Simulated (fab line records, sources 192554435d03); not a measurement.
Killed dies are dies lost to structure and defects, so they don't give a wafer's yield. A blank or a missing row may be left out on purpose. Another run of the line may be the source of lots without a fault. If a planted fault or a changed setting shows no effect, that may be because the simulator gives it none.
Chamber matching	flow n5Finfet	N5_BEOL_M14_TRENCH_ETCH_34 on rieDiel-02: 4 sister chambers
The step etches SiO2 in C4F8/O2/Ar, target depth 556.65 nm, time 126.9 s. 4 wafers are shown with their chamber, then 8 later ones without.

== WAFERS PAIRED WITH THEIR CHAMBERS ==
wafer	chamber	drypumpMotorCurrentA (A)
L086.4	0	4.9
L089.4	1	5.0
L089.5	3	5.2
L088.3	2	6.4

== WAFERS WITHOUT THEIR CHAMBER ==
wafer	drypumpMotorCurrentA (A)
L088.4	5.0
L088.5	4.9
L093.2	6.3
L093.4	4.9
L093.6	5.0
L095.1	5.2
L095.4	4.9
L095.6	4.9

== WHICH CHAMBER EACH ONE RAN IN ==
wafer	from the rows above	in truth
L088.4	1	1
L088.5	0	0
L093.2	2	2
L093.4	0	0
L093.6	1	1
L095.1	3	3
L095.4	0	0
L095.6	0	0
Correctly placed: 8 of 8. Left unplaced by these rows: 0. Wrongly placed: 0.
How it was worked out, from the rows above alone: a wafer's distance from a chamber is the root of the sum, over the readings, of the square of ((its reading less the chamber's mean) divided by the reading's scatter). The wafer belongs to the nearest chamber; if the next one is less than 2 further off, it can't be placed. The mean given for a chamber averages the wafers shown for that chamber. The scatter (one wafer shown for each chamber): square how far every hidden wafer sits from the nearest shown wafer, average those squares and take the square root.
